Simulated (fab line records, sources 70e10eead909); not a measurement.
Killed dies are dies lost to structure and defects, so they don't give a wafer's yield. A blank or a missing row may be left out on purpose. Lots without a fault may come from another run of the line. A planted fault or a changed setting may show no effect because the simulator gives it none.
A struck lot beside a sound one | flow nand_harc | 14 steps out of a route of 1159
Sound: wafers L449.1, L449.2, L449.6. Struck: wafers L454.3, L454.4, L454.5. The cause comes at the end.
At each step with rows: each side's tool, then ch and its chambers, then its first start. Under that, the readings that differ: sound wafers | struck wafers | difference of the means | sigmas: that difference in standard deviations of wafers without a fault.
alike: readings whose means differ by less than 2 such deviations, and words and numbers that are the same on both sides. not compared: withheld readings, readings that some wafer has no value for, bounds like >300 that may hide the same value, and numbers for which the record gives no deviation and whose values overlap.
The two part at a step that has a row with sigmas, a row that says differs or no value, or rows on one side only. Numbers that don't overlap but have no deviation are shown without sigmas and don't part them. A reading that every wafer of one side lacks parts them only if that side has two wafers or more.

first, 1 step without rows for these wafers: NHARC_A_M0_DEVELOP_08 (develop time 35 s).
NHARC_A_M0_CD_MEAS_09: target cd 80 nm.
  sound on cd_sem-01 ch 0, day 20 08:09; struck on cd_sem-03 ch 0, day 21 13:22
  alike: cd_nm
NHARC_A_M0_OVL_MEAS_10: pitch 160 nm.
  sound on overlay-01, day 20 08:14; struck on overlay-02, day 21 13:28
  alike: overlay_x_nm, overlay_y_nm
NHARC_A_M0_INSPECT_11:
  sound on defect_inspect-01, day 20 08:17; struck on defect_inspect-02, day 21 13:29
  alike: raw_defect_count
NHARC_A_M0_DESCUM_14: chemistry O2, time 3 s.
  sound on rie_diel-01 ch 0,1,3, day 20 08:21; struck on rie_diel-09 ch 0,2,3, day 21 13:34
  alike: drypump_motor_current_A, oes_product_au, rf_vpp_V, showerhead_plenum_p_Torr, throttle_valve_pct
  not compared: rf_hours_counter_h
then, 2 steps without rows for these wafers: NHARC_A_M0_ETCH_34 (etches the open film in N2/H2, target depth 40 nm, overetch 12 nm, time 43.94 s); NHARC_A_M0_ETCH_15 (etches the open film in C4F8/Ar, target depth 150 nm, overetch 15 nm, time 82.5 s).
NHARC_A_M0_CD_MEAS_16:
  sound on cd_sem-02, day 20 08:38; struck on cd_sem-02, day 21 13:52
  alike: cd_nm
NHARC_A_M0_STRIP_18: strips in N2/H2.
  sound on rie_diel-13 ch 0,2,3, day 20 08:46; struck on rie_diel-09 ch 0,1,3, day 21 13:59
  alike: drypump_motor_current_A, oes_product_au, rf_vpp_V, showerhead_plenum_p_Torr, throttle_valve_pct
  not compared: rf_hours_counter_h
then, 1 step without rows for these wafers: NHARC_A_M0_STRIP_19 (strips in post etch residue remover, time 600 s).
NHARC_A_M0_DEGAS_28: time 60 s.
  sound on pvd_sputter-01, day 20 09:16; struck on pvd_sputter-02, day 21 14:29
  alike: heater_power_w
NHARC_A_M0_PRE_CLEAN_29: time 30 s.
  sound on pvd_sputter-01; struck on pvd_sputter-02
  alike: heater_power_w
NHARC_A_M0_PVD_20: deposits TaN, target thk 5 nm, time 8.06 s.
  sound on pvd_sputter-01, day 20 09:28; struck on pvd_sputter-02, day 21 14:37
  no value came back on the struck wafers for bias_v (V), cathode_dc_power_W (W), throttle_valve_pct (%); on the sound wafers bias_v (V) reads 168.0 165.5 169.1
NHARC_A_M0_PVD_21: deposits Cu, target thk 30 nm, time 20.49 s.
  sound on pvd_sputter-01; struck on pvd_sputter-02
  alike: cathode_dc_power_W, chamber_pressure_pa, throttle_valve_pct

WHERE THEY PART
Only at NHARC_A_M0_PVD_20, within this record. Later steps at which nothing parts them and some readings are alike: NHARC_A_M0_PVD_21.

WHY: what the simulator had put in
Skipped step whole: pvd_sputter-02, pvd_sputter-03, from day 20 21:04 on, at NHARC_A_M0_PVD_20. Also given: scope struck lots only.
